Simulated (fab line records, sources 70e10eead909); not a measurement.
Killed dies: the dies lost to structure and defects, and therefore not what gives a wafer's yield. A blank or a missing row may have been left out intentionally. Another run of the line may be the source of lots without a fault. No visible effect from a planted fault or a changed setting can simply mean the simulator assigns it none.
fab line records	flow nand_harc	part 1 of 2: steps 1 to 30 of 42
[record] lots = 5	wafers = 15	last_day = 34
route steps=1302 shown P_GATE@191 P_CONTACT@217
lots that met no fault: from a run of the same line without faults
start_h: hours from the record's opening day to when the first of the lot's shown wafers began	wait_h: hours since the lot's step before	" unchanged from the row above	L1.1+2: a row that stands for several wafers	- no value, or no start was given	* or withheld: withheld	< > ~ a bound
route shown NAME@n: NAME is a module with steps in the file, n the number in the route of the first one	usual: mean/standard deviation of fault-free wafers	same: alike in all rows	chamber/n: place in a boat	sites: readings site by site	_std_site: standard deviation across them	_edge_site: inner sites' mean taken away from outer sites' mean	radius_mm: for every site, how far away it sits from the centre of the wafer	mask NAME#n: copy n	behind: the most recent tool/chamber to have shaped the wafer	hold: reason for holding the lot/hours on hold/outcome of the hold	device: the n, p or np transistor that did not switch	end of line: at the end of the route, the tests of the same wafers	a step without rows: its recipe alone	killed: count of dies lost to structure and defects at first sort (not the wafer's yield)	map: the dies of a wafer, with x for killed, . for not killed, _ for no die there
set.NAME: the setting that was run; set.NAME@STEP: the one run at that earlier step	model.NAME: the simulator's own value behind a step, which no gauge read
certain route steps with their lots: each step a table, each wafer a row
services: from which hour (start_h, from the record's first day; less than 0 if before it) a tool's chamber was out of use, for how many hours, and why
[[steps]]
[step NHARC_P_GATE_STRIP_63]
[recipe] time_s = 900	temp_c = 130	chemistry = SPM
lot.wafer	tool	chamber	start_h	wait_h
L076.4+6+1	wet_bench-04	0,4,5	139.02	0.1
L080.4+2+5	wet_bench-04	5,6,7	172.02	0.1
L083.5+2+6	wet_bench-05	1,2,6	201.03	0.1
L094.5+1+3	wet_bench-06	2,4,5	307.72	0.1
L097.3+1+5	wet_bench-05	5,1,2	345.05	0.1
[step NHARC_P_GATE_DEHYDRATE_83]
[recipe] temp_c = 150	time_s = 120
[usual] heater_power_total_W = 182.6/1.2
lot.wafer	tool	chamber	start_h	wait_h	heater_power_total_W
L076.1	litho_track-07	0	139.37	-	182.1
L076.4	"	0	"	"	182.0
L076.6	"	0	"	"	182.7
L080.2	litho_track-07	0	172.35	-	181.0
L080.4	"	0	"	"	182.8
L080.5	"	0	"	"	183.6
L083.2	litho_track-02	0	201.38	-	181.6
L083.5	"	0	"	"	182.5
L083.6	"	0	"	"	184.8
L094.1	litho_track-07	0	308.06	-	183.4
L094.3	"	0	"	"	183.5
L094.5	"	0	"	"	184.3
L097.1	litho_track-02	0	345.40	-	180.9
L097.3	"	0	"	"	183.3
L097.5	"	0	"	"	183.7
[step NHARC_P_GATE_HMDS_84]
[recipe] time_s = 30
lot.wafer	tool	chamber	start_h	wait_h
L076.1+4+6	litho_track-07	0	-	-
L080.2+4+5	litho_track-07	0	-	-
L083.2+5+6	litho_track-02	0	-	-
L094.1+3+5	litho_track-07	0	-	-
L097.1+3+5	litho_track-02	0	-	-
[step NHARC_P_GATE_COAT_85]
[recipe] spin_rpm = 3000
lot.wafer	tool	chamber	start_h	wait_h
L076.1+4+6	litho_track-07	0	-	-
L080.2+4+5	litho_track-07	0	-	-
L083.2+5+6	litho_track-02	0	-	-
L094.1+3+5	litho_track-07	0	-	-
L097.1+3+5	litho_track-02	0	-	-
[step NHARC_P_GATE_SOFTBAKE_86]
[recipe] temp_c = 122	time_s = 95
[usual] heater_power_total_W = 160.0/0.46
lot.wafer	tool	chamber	start_h	wait_h	heater_power_total_W
L076.1	litho_track-07	0	-	-	159.9
L076.4	"	0	"	"	160.6
L076.6	"	0	"	"	160.5
L080.2	litho_track-07	0	-	-	159.2
L080.4	"	0	"	"	159.6
L080.5	"	0	"	"	160.2
L083.2	litho_track-02	0	-	-	160.7
L083.5	"	0	"	"	159.9
L083.6	"	0	"	"	160.2
L094.1	litho_track-07	0	-	-	160.2
L094.3	"	0	"	"	159.3
L094.5	"	0	"	"	160.6
L097.1	litho_track-02	0	-	-	160.0
L097.3	"	0	"	"	160.6
L097.5	"	0	"	"	159.4
[step NHARC_P_GATE_EBR_87]
lot.wafer	tool	chamber	start_h	wait_h
L076.1+4+6	litho_track-07	0	-	-
L080.2+4+5	litho_track-07	0	-	-
L083.2+5+6	litho_track-02	0	-	-
L094.1+3+5	litho_track-07	0	-	-
L097.1+3+5	litho_track-02	0	-	-
[step NHARC_P_GATE_EXPOSE_88]
[recipe] na = 0.6	target_cd_nm = 2000	dose_mj = 11.87	mask_id = P_HVN
[usual] exposure_dose_mJ_cm2 = 11.868/0.013
lot.wafer	tool	chamber	start_h	wait_h	mask	exposure_dose_mJ_cm2
L076.1	krf_scanner-01	0	139.64	-	P_HVN#0	11.881
L076.4	"	0	"	"	P_HVN#0	11.907
L076.6	"	0	"	"	P_HVN#0	11.852
L080.2	krf_scanner-03	0	172.50	-	P_HVN#0	11.870
L080.4	"	0	"	"	P_HVN#0	11.866
L080.5	"	0	"	"	P_HVN#0	11.878
L083.2	krf_scanner-04	0	201.65	-	P_HVN#0	11.893
L083.5	"	0	"	"	P_HVN#0	11.870
L083.6	"	0	"	"	P_HVN#0	11.865
L094.1	krf_scanner-03	0	308.33	-	P_HVN#0	11.858
L094.3	"	0	"	"	P_HVN#0	11.875
L094.5	"	0	"	"	P_HVN#0	11.875
L097.1	krf_scanner-04	0	345.54	-	P_HVN#0	11.855
L097.3	"	0	"	"	P_HVN#0	11.859
L097.5	"	0	"	"	P_HVN#0	11.861
[step NHARC_P_GATE_PEB_89]
[recipe] peb_temp_c = 118	peb_time_s = 85
[usual] heater_power_total_W = 164.00/0.27
lot.wafer	tool	chamber	start_h	wait_h	heater_power_total_W
L076.1	litho_track-07	0	139.71	0.1	164.40
L076.4	"	0	"	"	163.67
L076.6	"	0	"	"	164.45
L080.2	litho_track-07	0	172.56	0.1	164.45
L080.4	"	0	"	"	164.28
L080.5	"	0	"	"	164.03
L083.2	litho_track-05	0	201.71	0.1	164.03
L083.5	"	0	"	"	164.28
L083.6	"	0	"	"	164.05
L094.1	litho_track-07	0	308.40	0.1	163.91
L094.3	"	0	"	"	164.42
L094.5	"	0	"	"	164.41
L097.1	litho_track-02	0	345.61	0.1	164.33
L097.3	"	0	"	"	163.91
L097.5	"	0	"	"	163.64
[step NHARC_P_GATE_DEVELOP_90]
[recipe] time_s = 70
lot.wafer	tool	chamber	start_h	wait_h
L076.1+4+6	litho_track-07	0	-	-
L080.2+4+5	litho_track-07	0	-	-
L083.2+5+6	litho_track-05	0	-	-
L094.1+3+5	litho_track-07	0	-	-
L097.1+3+5	litho_track-02	0	-	-
[step NHARC_P_GATE_CD_MEAS_91]
[recipe] target_cd_nm = 2000	landing_energy_ev = 500
[usual] cd_nm = 2001.4/2.1
lot.wafer	tool	chamber	start_h	wait_h	cd_nm
L076.1	cd_sem-03	0	139.80	-	2002.8
L076.4	"	0	"	"	2002.3
L076.6	"	0	"	"	1998.8
L080.2	cd_sem-01	0	172.66	-	2001.0
L080.4	"	0	"	"	2001.0
L080.5	"	0	"	"	1999.8
L083.2	cd_sem-02	0	201.80	-	2003.8
L083.5	"	0	"	"	2004.4
L083.6	"	0	"	"	2004.2
L094.1	cd_sem-02	0	308.49	-	2001.6
L094.3	"	0	"	"	2000.3
L094.5	"	0	"	"	2005.7
L097.1	cd_sem-02	0	345.70	-	2001.2
L097.3	"	0	"	"	2002.4
L097.5	"	0	"	"	2003.4
[step NHARC_P_GATE_HARDBAKE_92]
[recipe] temp_c = 125	time_s = 80
[usual] heater_power_total_W = 183.9/0.71
lot.wafer	tool	chamber	start_h	wait_h	heater_power_total_W
L076.1	litho_track-05	0	139.88	-	183.2
L076.4	"	0	"	"	183.3
L076.6	"	0	"	"	183.9
L080.2	litho_track-05	0	172.75	-	184.7
L080.4	"	0	"	"	182.8
L080.5	"	0	"	"	185.0
L083.2	litho_track-07	0	201.88	-	183.5
L083.5	"	0	"	"	183.9
L083.6	"	0	"	"	184.8
L094.1	litho_track-05	0	308.57	-	183.8
L094.3	"	0	"	"	184.7
L094.5	"	0	"	"	182.7
L097.1	litho_track-05	0	345.78	-	184.6
L097.3	"	0	"	"	182.9
L097.5	"	0	"	"	182.8
[step NHARC_P_GATE_DESCUM_93]
[recipe] time_s = 3	o2_flow_sccm = 200	ar_flow_sccm = 0	bias_power_w = 0	chemistry = O2
[usual] drypump_motor_current_A = 5.7/0.37	mfc_ar_sccm = 0.008/0.012	oes_product_au = 1.003/0.016	rf_vpp_V = 58.0/0.84	showerhead_plenum_p_Torr = 1.94/0.078	throttle_valve_pct = 11.313/0.0089
lot.wafer	tool	chamber	start_h	wait_h	drypump_motor_current_A	mfc_ar_sccm	oes_product_au	rf_hours_counter_h	rf_vpp_V	showerhead_plenum_p_Torr	throttle_valve_pct
L076.1	rie_diel-08	0	139.97	-	5.1	0	1.010	6.8	58.7	1.97	11.294
L076.4	"	2	"	"	5.2	0	1.006	3.8	57.7	1.94	11.305
L076.6	"	0	"	"	5.1	0	1.006	-	57.9	1.97	11.311
L080.2	rie_diel-08	1	172.86	-	6.3	0.015	0.992	9.6	58.7	1.93	11.314
L080.5	"	3	"	"	5.4	0.033	1.024	-	57.3	2.04	11.311
L080.4	"	1	"	"	6.3	0.015	0.995	-	57.0	1.93	11.326
L083.2	rie_diel-08	1	201.99	-	6.3	0.015	0.988	0	57.2	1.93	11.308
L083.6	"	3	"	"	5.4	0.033	1.018	-	57.9	2.04	11.321
L083.5	"	0	"	"	5.1	0	0.975	-	57.2	1.97	11.303
L094.3	rie_diel-08	2	308.67	-	5.2	0	1.036	7.3	57.4	1.94	11.307
L094.1	"	3	"	"	5.4	0.033	1.026	7.5	57.9	2.04	11.321
L094.5	"	0	"	"	5.1	0	0.965	-	57.9	1.97	11.323
L097.3	rie_diel-08	2	345.86	-	5.2	0	1.035	9.2	57.7	1.94	11.340
L097.1	"	0	"	"	5.1	0	0.980	9.8	58.9	1.97	11.306
L097.5	"	3	"	"	5.4	0.033	1.033	-	58.2	2.04	11.320
[step NHARC_P_GATE_IMPLANT_94]
[recipe] energy_kev = 60	dose_cm2 = 2e+15	tilt_deg = 7
[usual] tilt_deg = 7.003/0.02
lot.wafer	tool	chamber	start_h	wait_h	tilt_deg
L076.1	implanter-01	0	140.11	0.1	6.985
L076.4	"	0	"	"	6.981
L076.6	"	0	"	"	7.003
L080.2	implanter-02	0	173.03	0.2	6.997
L080.4	"	0	"	"	6.996
L080.5	"	0	"	"	6.998
L083.2	implanter-02	0	202.14	0.1	7.013
L083.5	"	0	"	"	7.005
L083.6	"	0	"	"	7.005
L094.1	implanter-01	0	308.80	0.1	6.986
L094.3	"	0	"	"	7.004
L094.5	"	0	"	"	6.975
L097.1	implanter-01	0	346.01	0.1	7.000
L097.3	"	0	"	"	6.982
L097.5	"	0	"	"	6.997
[step NHARC_P_GATE_STRIP_113]
[recipe] power_w = 1500	temp_c = 110	time_s = 740	chemistry = N2/H2
[usual] drypump_motor_current_A = 5.86/0.27	heater_power_w = 89/16	rf_refl_power_W = 16.3/2.9
lot.wafer	tool	chamber	start_h	wait_h	drypump_motor_current_A	heater_power_w	rf_hours_counter_h	rf_refl_power_W
L076.1	plasma_asher-02	0	140.33	0.2	6.00	65	11	12.7
L076.4	"	0	"	"	6.00	64	-	12.3
L076.6	"	0	"	"	6.01	66	-	12.4
L080.2	plasma_asher-02	1	173.35	0.3	6.05	101	19	17.4
L080.4	"	0	"	"	6.00	64	-	13.2
L080.5	"	1	"	"	6.04	103	-	17.8
L083.2	plasma_asher-02	1	202.33	0.2	6.06	99	24	17.4
L083.6	"	1	"	"	6.02	101	-	17.9
L083.5	"	0	"	"	5.99	65	-	12.1
L094.1	plasma_asher-02	0	309.02	0.2	6.01	63	10	12.5
L094.3	"	0	"	"	6.03	64	-	11.8
L094.5	"	0	"	"	6.04	65	-	13.0
L097.1	plasma_asher-02	0	346.35	0.3	6.00	64	18	12.2
L097.3	"	0	"	"	6.00	63	-	12.3
L097.5	"	0	"	"	6.01	64	-	12.5
[step NHARC_P_GATE_STRIP_95]
[recipe] power_w = 1500	temp_c = 250	chemistry = O2
[usual] drypump_motor_current_A = 5.86/0.26	heater_power_w = 334/60	rf_refl_power_W = 16.2/2.8
lot.wafer	tool	chamber	start_h	wait_h	drypump_motor_current_A	heater_power_w	rf_hours_counter_h	rf_refl_power_W
L076.1	plasma_asher-02	0	141.04	0.6	5.99	243	12	12.3
L076.4	"	0	"	"	6.01	243	-	12.1
L076.6	"	0	"	"	6.00	242	-	13.4
L080.2	plasma_asher-02	1	173.95	0.5	6.05	384	20	17.0
L080.4	"	0	"	"	6.00	244	-	12.4
L080.5	"	1	"	"	6.05	381	-	17.4
L083.2	plasma_asher-02	1	203.05	0.6	6.04	387	25	17.4
L083.6	"	1	"	"	6.06	375	-	18.2
L083.5	"	0	"	"	6.02	242	-	11.6
L094.1	plasma_asher-02	0	309.72	0.6	6.03	242	11	11.9
L094.3	"	0	"	"	6.03	240	-	12.8
L094.5	"	0	"	"	6.02	240	-	13.0
L097.1	plasma_asher-02	0	346.96	0.5	5.99	239	19	11.6
L097.3	"	0	"	"	6.01	239	-	11.9
L097.5	"	0	"	"	6.01	232	-	11.7
[step NHARC_P_GATE_STRIP_96]
[recipe] time_s = 900	temp_c = 130	chemistry = SPM
lot.wafer	tool	chamber	start_h	wait_h
L076.1+4+6	wet_bench-05	7,0,2	141.27	0.2
L080.4+2+5	wet_bench-06	2,4,5	174.16	0.2
L083.6+2+5	wet_bench-06	7,2,4	203.26	0.2
L094.3+5+1	wet_bench-06	2,3,5	309.95	0.2
L097.3+5+1	wet_bench-06	2,3,4	347.18	0.2
[step NHARC_P_GATE_RTA_64]
[recipe] temp_c = 1050	time_s = 1
[usual] lamp_power_pct = 36/3	wafer_temp_C_max = 1053.3/0.96
lot.wafer	tool	chamber	start_h	wait_h	lamp_power_pct	wafer_temp_C_max
L076.1	rtp_anneal-01	0	141.61	-	33	1052.9
L076.4	"	0	"	"	33	1052.7
L076.6	"	0	"	"	33	1052.5
L080.2	rtp_anneal-01	0	174.53	-	33	1052.7
L080.4	"	0	"	"	33	1052.9
L080.5	"	0	"	"	33	1052.5
L083.2	rtp_anneal-01	0	203.67	-	33	1052.6
L083.5	"	0	"	"	33	1052.5
L083.6	"	0	"	"	33	1052.9
L094.1	rtp_anneal-02	0	310.29	-	39	1055.3
L094.3	"	0	"	"	39	1053.1
L094.5	"	0	"	"	39	1054.7
L097.1	rtp_anneal-01	0	347.57	-	33	1053.0
L097.3	"	0	"	"	33	1052.9
L097.5	"	0	"	"	33	1052.3
[step NHARC_P_GATE_ETCH_77]
[recipe] target_depth_a = 60	chemistry = dHF	material = SiO2
lot.wafer	tool	chamber	start_h	wait_h
L076.6+1+4	wet_bench-06	5,1,2	141.81	0.0
L080.2+4+5	wet_bench-05	0,2,4	174.70	0.1
L083.2+6+5	wet_bench-04	4,5,1	203.84	0.1
L094.3+1+5	wet_bench-05	4,5,7	310.49	0.1
L097.5+3+1	wet_bench-04	2,3,4	347.81	0.1
[step NHARC_P_GATE_DEGAS_109]
[recipe] temp_c = 300	time_s = 60
[usual] heater_power_w = 487/48
lot.wafer	tool	chamber	start_h	wait_h	heater_power_w
L076.4	pvd_sputter-03	-	141.93	0.1	452
L076.1	"	-	"	"	404
L076.6	"	-	"	"	472
L080.2	pvd_sputter-01	-	174.81	0.1	532
L080.4	"	-	"	"	554
L080.5	"	-	"	"	453
L083.2	pvd_sputter-03	-	203.97	0.1	441
L083.5	"	-	"	"	472
L083.6	"	-	"	"	405
L094.1	pvd_sputter-03	-	310.60	0.1	446
L094.3	"	-	"	"	454
L094.5	"	-	"	"	405
L097.1	pvd_sputter-02	-	347.91	0.1	546
L097.3	"	-	"	"	495
L097.5	"	-	"	"	559
[step NHARC_P_GATE_PRE_CLEAN_110]
[recipe] time_s = 30	bias_v = 200	gas = Ar
lot.wafer	tool	chamber	start_h	wait_h
L076.1+4+6	pvd_sputter-03	-	-	-
L080.2+4+5	pvd_sputter-01	-	-	-
L083.2+5+6	pvd_sputter-03	-	-	-
L094.3+1+5	pvd_sputter-03	-	-	-
L097.1+3+5	pvd_sputter-02	-	-	-
[step NHARC_P_GATE_SPUTTER_78]
[recipe] target_thk_a = 100	material = Ni
lot.wafer	tool	chamber	start_h	wait_h
L076.1+4+6	pvd_sputter-03	-	-	-
L080.4+2+5	pvd_sputter-01	-	-	-
L083.2+5+6	pvd_sputter-03	-	-	-
L094.1+3+5	pvd_sputter-03	-	-	-
L097.1+3+5	pvd_sputter-02	-	-	-
[step NHARC_P_GATE_SPUTTER_79]
[recipe] target_thk_a = 100	material = TiN
lot.wafer	tool	chamber	start_h	wait_h
L076.1+4+6	pvd_sputter-03	-	-	-
L080.2+4+5	pvd_sputter-01	-	-	-
L083.2+5+6	pvd_sputter-03	-	-	-
L094.1+3+5	pvd_sputter-03	-	-	-
L097.1+3+5	pvd_sputter-02	-	-	-
[step NHARC_P_GATE_RTA_80]
[recipe] temp_c = 300	time_s = 30
[usual] lamp_power_pct = 2.19/0.17	wafer_temp_C_max = 300.92/0.28
lot.wafer	tool	chamber	start_h	wait_h	lamp_power_pct	wafer_temp_C_max
L076.1	rtp_anneal-02	0	142.21	-	2.32	300.94
L076.4	"	0	"	"	2.32	300.84
L076.6	"	0	"	"	2.32	301.18
L080.2	rtp_anneal-02	0	175.22	-	2.32	301.27
L080.4	"	0	"	"	2.32	301.33
L080.5	"	0	"	"	2.32	300.82
L083.2	rtp_anneal-02	0	204.27	-	2.32	301.22
L083.5	"	0	"	"	2.32	301.11
L083.6	"	0	"	"	2.32	300.98
L094.1	rtp_anneal-01	0	310.89	-	1.96	301.10
L094.3	"	0	"	"	1.96	301.02
L094.5	"	0	"	"	1.96	300.91
L097.1	rtp_anneal-02	0	348.19	-	2.32	300.96
L097.3	"	0	"	"	2.32	301.01
L097.5	"	0	"	"	2.32	301.23
[step NHARC_P_GATE_STRIP_67]
[recipe] time_s = 600	temp_c = 130	chemistry = SPM
lot.wafer	tool	chamber	start_h	wait_h
L076.1+6+4	wet_bench-04	3,5,0	142.41	0.2
L080.5+2+4	wet_bench-05	0,1,3	175.40	0.1
L083.6+2+5	wet_bench-06	2,3,7	204.44	0.0
L094.1+3+5	wet_bench-06	0,3,4	311.09	0.2
L097.3+1+5	wet_bench-05	3,4,7	348.39	0.1
[step NHARC_P_GATE_RTA_82]
[recipe] temp_c = 450	time_s = 30
[usual] lamp_power_pct = 4.1/0.32	wafer_temp_C_max = 451.3/0.46
lot.wafer	tool	chamber	start_h	wait_h	lamp_power_pct	wafer_temp_C_max
L076.1	rtp_anneal-01	0	142.67	-	3.8	451.3
L076.4	"	0	"	"	3.9	451.7
L076.6	"	0	"	"	3.9	451.7
L080.2	rtp_anneal-01	0	175.68	-	3.9	451.3
L080.4	"	0	"	"	3.9	451.0
L080.5	"	0	"	"	3.9	450.9
L083.2	rtp_anneal-02	0	204.73	-	4.6	451.5
L083.5	"	0	"	"	4.6	452.8
L083.6	"	0	"	"	4.6	451.3
L094.1	rtp_anneal-02	0	311.34	-	4.6	452.1
L094.3	"	0	"	"	4.6	452.1
L094.5	"	0	"	"	4.6	451.9
L097.1	rtp_anneal-01	0	348.66	-	3.9	450.8
L097.3	"	0	"	"	3.9	450.9
L097.5	"	0	"	"	3.9	451.0
[step NHARC_P_GATE_INSPECT_68]
[usual] raw_defect_count = 199/76
lot.wafer	tool	chamber	start_h	wait_h	raw_defect_count
L076.1	defect_inspect-01	-	142.87	0.2	201
L076.4	"	-	"	"	317
L076.6	"	-	"	"	293
L080.2	defect_inspect-02	-	175.85	0.1	133
L080.4	"	-	"	"	141
L080.5	"	-	"	"	161
L083.2	defect_inspect-02	-	204.90	0.1	183
L083.5	"	-	"	"	149
L083.6	"	-	"	"	192
L094.1	defect_inspect-02	-	311.54	0.2	153
L094.3	"	-	"	"	113
L094.5	"	-	"	"	166
L097.1	defect_inspect-02	-	348.85	0.2	90
L097.3	"	-	"	"	188
L097.5	"	-	"	"	199
[step NHARC_P_CONTACT_DEP_30]
[recipe] target_thk_a = 300	temp_c = 400	target_thk_nm = 30	flow_sccm = 200	rf_w = 450	material = SiNx
[usual] heater_power_w = 696/110
lot.wafer	tool	chamber	start_h	wait_h	heater_power_w
L076.1	pecvd-02	0	143.01	0.1	870
L076.6	"	1	"	"	626
L076.4	"	0	"	"	852
L080.2	pecvd-03	2	175.91	0.1	696
L080.5	"	2	"	"	705
L080.4	"	0	"	"	475
L083.2	pecvd-04	1	204.97	0.1	676
L083.6	"	1	"	"	663
L083.5	"	0	"	"	650
L094.1	pecvd-03	2	311.61	0.1	644
L094.3	"	0	"	"	431
L094.5	"	2	"	"	635
L097.3	pecvd-02	2	348.92	0.1	736
L097.1	"	1	"	"	666
L097.5	"	2	"	"	788
[step NHARC_P_CONTACT_DEP_00]
[recipe] target_thk_a = 5000	temp_c = 400	pressure_torr = 6.5	rf_w = 900	teos_flow_sccm = 161.4	flow_sccm = 2650	target_thk_nm = 500	gas = O2	material = SiO2
[usual] heater_power_w = 532/100	mfc_precursor_sccm = 161.4/0.46	throttle_valve_pct = 15.9/0.45
lot.wafer	tool	chamber	start_h	wait_h	heater_power_w	mfc_precursor_sccm	throttle_valve_pct
L076.1	pecvd-02	0	-	-	715	162.2	16.3
L076.6	"	1	"	"	463	161.2	16.2
L076.4	"	0	"	"	731	161.6	16.5
L080.2	pecvd-03	2	-	-	486	162.1	15.6
L080.5	"	2	"	"	519	160.9	15.4
L080.4	"	0	"	"	337	160.5	16.8
L083.2	pecvd-04	1	-	-	507	162.2	16.3
L083.6	"	1	"	"	539	162.0	16.7
L083.5	"	0	"	"	561	161.1	16.5
L094.1	pecvd-03	2	-	-	506	161.9	15.5
L094.3	"	0	"	"	320	161.5	16.1
L094.5	"	2	"	"	534	161.3	15.6
L097.3	pecvd-02	2	-	-	549	161.6	15.3
L097.1	"	1	"	"	461	161.8	15.6
L097.5	"	2	"	"	587	161.7	15.4
[step NHARC_P_CONTACT_CMP_01]
[recipe] target_thk_nm = 200	material = SiO2
[usual] motor_current_A = 12.0/1.2
lot.wafer	tool	chamber	start_h	wait_h	motor_current_A
L076.4	cmp-04	1	143.65	-	13.6
L076.1	"	3	"	"	10.3
L076.6	"	2	"	"	11.6
L080.4	cmp-01	2	176.67	-	12.4
L080.2	"	3	"	"	11.7
L080.5	"	0	"	"	10.7
L083.2	cmp-04	0	205.67	-	12.3
L083.5	"	0	"	"	12.8
L083.6	"	1	"	"	13.3
L094.1	cmp-02	0	312.35	-	13.9
L094.3	"	1	"	"	12.6
L094.5	"	3	"	"	10.9
L097.3	cmp-01	1	349.66	-	10.4
L097.1	"	2	"	"	12.1
L097.5	"	0	"	"	10.3
[step NHARC_P_CONTACT_SRD_03]
lot.wafer	tool	chamber	start_h	wait_h
L076.1+4+6	wet_bench-07	2,3,4	143.95	0.0
L080.5+2+4	wet_bench-07	7,0,2	176.93	0.0
L083.5+2+6	wet_bench-02	3,5,6	205.97	0.0
L094.3+5+1	wet_bench-02	6,7,1	312.63	0.0
L097.3+5+1	wet_bench-03	7,1,2	349.93	0.0
